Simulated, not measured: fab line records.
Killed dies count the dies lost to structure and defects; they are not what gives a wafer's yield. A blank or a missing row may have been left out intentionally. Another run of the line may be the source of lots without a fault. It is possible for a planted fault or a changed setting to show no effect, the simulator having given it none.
Which tool was responsible? ; flow n5_finfet ; Sampling: 10 lots, 30 wafers, 5 of 1938 route steps

## WHAT EACH GAUGE READ, for each wafer
N5_BEOL_M4_RC_MEAS_101.
lot;measured;on;DIBL_N (mV/V);DIBL_P (mV/V);IOFF_N (nA/um);IOFF_P (nA/um);ION_N (uA/um);ION_P (uA/um);SS_N (mV/dec);SS_P (mV/dec);VT_N (mV);VT_P (mV)
L661;day 7 13:15;prober-01;38.7 35.2 33.1;41.7 37.8 33.2;0.22 0.16 0.11;0.29 0.22 0.14;691 671 657;467 461 456;72.6 71.3 71.1;75.5 73.5 72.6;244 251 254;-248 -251 -257
L662;day 8 08:13;prober-02;35.9 35.8 38.7;34.4 36.3 38.9;0.14 0.16 0.21;0.17 0.21 0.25;669 697 704;455 481 479;71.1 71.3 71.7;72.3 73.1 74.3;254 247 247;-253 -251 -248
L666;day 9 03:58;prober-01;36.8 39.4 35.4;38.4 42.4 37.2;0.15 0.25 0.14;0.23 0.32 0.21;665 709 668;467 489 464;71.2 73.4 71.2;74.1 74.4 74.1;253 245 254;-250 -246 -254
L668;day 9 10:56;prober-02;32.5 34.6 34.8;34.2 35.3 36.9;0.14 0.14 0.16;0.19 0.19 0.23;686 671 694;485 463 486;69.9 71.3 70.7;72.6 73.1 73.0;249 252 247;-249 -250 -247
L670;day 10 00:06;prober-01;38.4 38.5 37.4;38.5 38.8 36.5;0.19 0.21 0.18;0.28 0.29 0.26;692 703 680;482 484 470;72.2 72.1 72.1;74.2 73.7 73.5;249 245 245;-246 -246 -246
L671;day 10 08:22;prober-01;41.1 33.5 36.9;42.0 33.5 37.0;0.25 0.11 0.16;0.24 0.13 0.17;699 681 680;458 466 450;73.2 70.7 72.0;74.5 72.6 73.5;246 253 250;-251 -259 -256
L673;day 10 19:13;prober-02;34.1 34.8 35.5;33.5 34.8 36.5;0.12 0.13 0.16;0.18 0.19 0.23;677 684 711;468 477 484;69.9 71.2 70.5;72.7 73.0 73.3;252 252 246;-252 -249 -246
L682;day 13 07:21;prober-01;35.4 38.2 33.6;36.6 38.8 34.3;0.16 0.25 0.14;0.17 0.22 0.14;683 703 693;459 463 455;71.9 72.9 71.1;72.5 73.6 72.7;251 242 249;-256 -252 -259
L684;day 13 12:54;prober-02;36.6 37.9 37.5;38.0 38.7 39.5;0.18 0.18 0.22;0.20 0.21 0.24;698 673 697;473 456 466;71.7 71.9 72.2;73.0 73.6 73.6;247 249 243;-252 -252 -249
L683;day 13 16:04;prober-02;37.8 34.3 33.2;37.7 34.0 33.0;0.18 0.11 0.10;0.20 0.15 0.14;684 670 668;457 468 462;71.9 71.0 70.1;74.1 72.7 72.2;248 254 257;-254 -258 -260

## WHAT TOOL EACH LOT RAN ON (gives the tool, then ch and the chambers of the sampled wafers, and finally the start)
lot;N5_BEOL_M2_DEGAS_44;N5_BEOL_M2_SURFACE_TREAT_85;N5_BEOL_M2_ANNEAL_80;N5_BEOL_M2_ANNEAL_89
L661;pvd_sputter-03, day 6 14:39;pvd_sputter-03, day 6 15:05;pvd_sputter-03, day 6 15:56;pvd_sputter-03, day 6 16:35
L662;pvd_sputter-03, day 7 04:22;pvd_sputter-03, day 7 06:25;pvd_sputter-03, day 7 07:10;pvd_sputter-03, day 7 07:49
L666;pvd_sputter-01, day 7 22:23;pvd_sputter-02, day 7 22:52;pvd_sputter-01, day 7 23:25;pvd_sputter-01, day 8 00:05
L668;pvd_sputter-01, day 8 11:24;pvd_sputter-02, day 8 11:46;pvd_sputter-02, day 8 12:22;pvd_sputter-02, day 8 13:02
L670;pvd_sputter-01, day 9 01:25;pvd_sputter-01, day 9 01:49;pvd_sputter-01, day 9 02:20;pvd_sputter-01, day 9 03:00
L671;pvd_sputter-02, day 9 02:14;pvd_sputter-02, day 9 02:34;pvd_sputter-02, day 9 03:05;pvd_sputter-02, day 9 03:45
L673;pvd_sputter-01, day 9 20:25;pvd_sputter-03, day 9 20:58;pvd_sputter-02, day 9 22:26;pvd_sputter-02, day 9 23:05
L682;pvd_sputter-03, day 12 07:19;pvd_sputter-03, day 12 07:48;pvd_sputter-02, day 12 08:22;pvd_sputter-02, day 12 09:01
L684;pvd_sputter-02, day 12 10:49;pvd_sputter-03, day 12 11:14;pvd_sputter-02, day 12 13:14;pvd_sputter-02, day 12 13:54
L683;pvd_sputter-02, day 12 15:31;pvd_sputter-03, day 12 15:59;pvd_sputter-02, day 12 16:46;pvd_sputter-02, day 12 17:25
- N5_BEOL_M2_DEGAS_44: time 60 s.
- N5_BEOL_M2_SURFACE_TREAT_85
- N5_BEOL_M2_ANNEAL_80: time 240 s.
- N5_BEOL_M2_ANNEAL_89: time 240 s.

## WHAT THE TOOLS THEMSELVES READ (means of the sampled wafers that have a number; where no wafer has one, the mark that the record gives instead)
N5_BEOL_M2_DEGAS_44.
lot;tool;heater_power_w (W)
L661;pvd_sputter-03;356
L662;pvd_sputter-03;353
L666;pvd_sputter-01;335
L668;pvd_sputter-01;323
L670;pvd_sputter-01;314
L671;pvd_sputter-02;288
L673;pvd_sputter-01;335
L682;pvd_sputter-03;340
L684;pvd_sputter-02;314
L683;pvd_sputter-02;285

N5_BEOL_M2_ANNEAL_80.
lot;tool;heater_power_w (W);susceptor_temp_C (C);susceptor_temp_C_max
L661;pvd_sputter-03;889;400.13;401.0
L662;pvd_sputter-03;960;399.89;400.9
L666;pvd_sputter-01;786;399.76;401.0
L668;pvd_sputter-02;769;400.02;401.5
L670;pvd_sputter-01;800;400.01;400.8
L671;pvd_sputter-02;699;399.97;401.0
L673;pvd_sputter-02;706;399.95;400.6
L682;pvd_sputter-02;-;-;-
L684;pvd_sputter-02;712;399.90;401.0
L683;pvd_sputter-02;-;-;-

N5_BEOL_M2_ANNEAL_89.
lot;tool;heater_power_w (W);susceptor_temp_C (C);susceptor_temp_C_max
L661;pvd_sputter-03;883;399.93;400.8
L662;pvd_sputter-03;953;400.09;401.2
L666;pvd_sputter-01;796;399.92;401.2
L668;pvd_sputter-02;767;400.12;401.7
L670;pvd_sputter-01;789;399.94;400.8
L671;pvd_sputter-02;714;399.73;400.6
L673;pvd_sputter-02;717;399.92;400.6
L682;pvd_sputter-02;708;399.94;400.9
L684;pvd_sputter-02;707;399.82;400.8
L683;pvd_sputter-02;824;400.03;400.8

## THE ANSWER, worked out from the rows above alone
Rule: the lots themselves supply what counts as usual. Put in order of their means at a reading, lots are off if they are a third of the lots or fewer, leave a main group of 4 or more, and stand apart from it by a gap of 3 or more times the standard deviation of the main group's means; of several such gaps the widest counts. A main group whose means are all the same, to the digits that the tables above print for the reading, isn't used. A lot without any number at a reading at which 4 lots or more have one is off too. The other lots that the step has rows for count as sound. The gauges are gone through in route order, then the tools' own readings, and for those a lot's mean is taken as printed above. The first step at which some lot is off is used, and at that step the reading that is off furthest; a lot without a number counts as furthest.
Off: L682, L683 (N5_BEOL_M2_ANNEAL_80, heater_power_w). Without a number there: L682, L683. Main group: mean 790 W, sd 87.
A tool fits if, at that step or a process step before it, it ran every lot that is off, and no sound lot after the first of them. Not one of the candidates tried fits.

## WHAT THE SIMULATOR PUT IN
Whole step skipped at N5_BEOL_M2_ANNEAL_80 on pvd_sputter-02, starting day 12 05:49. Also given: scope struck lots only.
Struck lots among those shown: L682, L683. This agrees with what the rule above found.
